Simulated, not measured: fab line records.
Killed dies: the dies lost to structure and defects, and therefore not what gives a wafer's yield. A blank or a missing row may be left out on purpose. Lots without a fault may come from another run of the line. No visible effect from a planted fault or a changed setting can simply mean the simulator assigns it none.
A struck lot beside a sound one | flow nandHarc | 16 out of 1302 route steps
Sound: the wafers L880.1, L880.2, L880.6. Struck: wafers L891.1, L891.3, L891.6. At the end, the cause is stated.
For every step that has rows: the tool of each side, followed by ch and its chambers, followed by its first start. Under that, the readings that differ: sound wafers | struck wafers | difference of the means | sigmas: that difference in standard deviations of wafers without a fault.
alike: a reading whose means differ by less than 2 such deviations, as well as words and numbers matching on both sides. not compared: withheld readings; readings where some wafer has no value; bounds like >300 that might hide an equal value; numbers whose values overlap and for which the record gives no deviation.
A row with sigmas, a row that says differs or no value, or rows on one side alone: a step with any of these is where the two part. Non-overlapping numbers with no deviation appear without sigmas and do not part them. A reading missing from all wafers of one side parts the sides only when that side holds two or more wafers.

NHARC_A_ONON_D2_THK_MEAS_11: measures by ellipsometry.
  sound on filmMetro-01 at day 15 06:29; struck on filmMetro-01 at day 19 20:29
  alike: thkNm
following that, 1 step holds no rows for these wafers, namely NHARC_A_ONON_D2_DEP_12 (target thickness 1000 nm).
NHARC_A_ONON_D2_THK_MEAS_14: measures by ellipsometry.
  sound on filmMetro-01 at day 15 07:03; struck on filmMetro-02 at day 19 21:03
reading    | sound       | struck         | difference | sigmas
thkNm (nm) | 989 989 989 | 1011 1013 1013 | +23        | +2
then, 2 steps without rows for these wafers: NHARC_A_ONON_D2_ANNEAL_15 (time 3600 s); NHARC_A_ONON_D2_DEP_16 (target thk 1000 nm).
NHARC_A_ONON_D2_THK_MEAS_18: measures by ellipsometry.
  sound on filmMetro-02 at day 15 14:50; struck on filmMetro-02 at day 20 05:59
  alike: thkNm
following that, 1 step holds no rows for these wafers, namely NHARC_A_ONON_D2_DEP_19 (target thickness 1000 nm).
NHARC_A_ONON_D2_THK_MEAS_21: measures by ellipsometry.
  sound on filmMetro-02 at day 15 15:24; struck on filmMetro-02 at day 20 06:33
  alike: thkNm
following that, 1 step holds no rows for these wafers, namely NHARC_A_ONON_D2_DEP_22 (target thickness 1000 nm).
NHARC_A_ONON_D2_THK_MEAS_24: measures by ellipsometry.
  sound on filmMetro-02 at day 15 15:58; struck on filmMetro-02 at day 20 07:07
  alike: thkNm
following that, 1 step holds no rows for these wafers, namely NHARC_A_ONON_D2_DEP_25 (target thickness 1000 nm).
NHARC_A_ONON_D2_THK_MEAS_27: measures by ellipsometry.
  sound on filmMetro-02 at day 15 16:32; struck on filmMetro-02 at day 20 07:41
  alike: thkNm
NHARC_A_ONON_D2_DEP_28: target thk 1000 nm.
  sound on pecvdOnon-02 ch 0, day 15 16:35; struck on pecvdOnon-02 ch 0, day 20 07:44
NHARC_A_ONON_D2_THK_MEAS_30: measures by ellipsometry.
  sound on filmMetro-01 at day 15 17:06; struck on filmMetro-01 at day 20 08:15
reading    | sound       | struck      | difference | sigmas
thkNm (nm) | 998 996 997 | 636 634 634 | -362       | -37
NHARC_A_ONON_D2_DEP_33: deposits SiO2, target thk 200 nm.
  sound on pecvd-01 ch 1,2, day 15 17:10; struck on pecvd-01 ch 1,2, day 20 08:19
  alike: heaterPowerOuterW, heaterPowerW, throttleValvePct
-- jump in the record: it breaks off in module A_ONON_D2 and resumes in module END (first step shown: number 1302 of the route), and 12 days separate the struck wafers' starts before and after --
NHARC_END_SORT_01:
  here the record holds rows for the struck wafers (prober-01 ch 0, day 31 22:43) but none for the sound ones

WHERE THEY PART
Earliest at NHARC_A_ONON_D2_THK_MEAS_14; latest, in this record, at NHARC_END_SORT_01.

WHY: what the simulator had put in
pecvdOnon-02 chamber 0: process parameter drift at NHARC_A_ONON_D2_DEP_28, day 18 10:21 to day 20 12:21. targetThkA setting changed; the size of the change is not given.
